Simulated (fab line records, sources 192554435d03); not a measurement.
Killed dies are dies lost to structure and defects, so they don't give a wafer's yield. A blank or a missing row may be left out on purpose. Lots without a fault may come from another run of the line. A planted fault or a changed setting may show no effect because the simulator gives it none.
Problem report in the 8D (eight disciplines) form, filled by code | flow n5_finfet | the parts of the form that need people (team, actions taken, sign-off) are left out

1. THE PROBLEM
CJ_P at N5_BEOL_M4_RC_MEAS_101 reads a mean of 4.22 on 9 wafers of 3 lots; wafers without a fault read 5.79 with a standard deviation of 0.19. That is -8.3 standard deviations from the usual mean.
First seen on wafer L462.1, day 9 01:03, on prober-02. The record holds 27 wafers of 9 lots with a number at this step. Rule for "out", or "out of limits": more than 4 standard deviations from the usual mean. The other wafers with a number count as sound.

2. WHAT IT IS AND WHAT IT IS NOT
question                    | is                     | is not
which readings at this step | CJ_P                   | DIBL_N, IOFF_N, ION_N, ION_P, SS_N, VT_N, VT_P
which lots                  | L462, L463, L464       | L458, L469, L471, L474, L477, L479
which wafers of those lots  | all that have a number | -
read on which gauges        | prober-01, prober-02   | -
when                        | from day 9 01:03       | up to then (3 sound wafers); but 15 sound wafers of L469, L471, L474, L477, L479 came after

3. SUSPECTS, AND WHAT RULES EACH OUT
Counting: a tool at a process step up to the reading stays a suspect if it ran every lot that is out and no sound lot after the first of them.
- the gauge at N5_BEOL_M4_RC_MEAS_101: ruled out. The wafers that are out were read on 2 gauges (prober-01, prober-02).
- implanter-02 at N5_WELL_APT_IMPLANT_15: ruled out as a lasting fault. Sound lots L477, L479 ran on it after its first lot that is out, L462 (day 2 20:05).
Left after counting: nothing in the record.

4. THE CAUSE (what the simulator had put in)
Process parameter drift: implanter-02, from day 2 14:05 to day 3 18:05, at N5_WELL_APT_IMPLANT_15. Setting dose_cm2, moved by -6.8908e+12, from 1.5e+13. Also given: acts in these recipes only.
Counting ruled it out, wrongly: the rule takes a fault to strike every lot that its tool runs from its start on, and this one did not.

5. THE CHAIN OF EFFECTS, in route order
Each row: a reading whose mean over the struck wafers that have a number lies more than 3 standard deviations from the usual. Only readings for which the record gives a usual standard deviation are gone through. hours: the time from each lot's start at the first step in this table that gives one to its start at this step, as a median over the lots. sigmas: the change in usual standard deviations.
hours | step                   | reading            | usual      | on struck wafers | change      | sigmas
0     | N5_WELL_APT_IMPLANT_15 | dose_ions_cm2      | 1.4997e+13 | 8.0999e+12       | -6.8971e+12 | -99 or more
0     | N5_WELL_APT_IMPLANT_15 | faraday_current_uA | 190        | 103              | -87         | -23
149   | N5_BEOL_M4_RC_MEAS_101 | CJ_P               | 5.79       | 4.22             | -1.57       | -8.3
The process steps in it:
- N5_WELL_APT_IMPLANT_15

6. WHAT WOULD HAVE CAUGHT IT SOONER
In this record the first reading out of limits at a measuring or inspecting step was taken at day 9 01:03, 155 hours after the fault began at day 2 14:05.
The tool's own readings at N5_WELL_APT_IMPLANT_15 were out on every struck wafer that the step has a row for (dose_ions_cm2, faraday_current_uA): an alarm limit on them would have fired on the first of those.
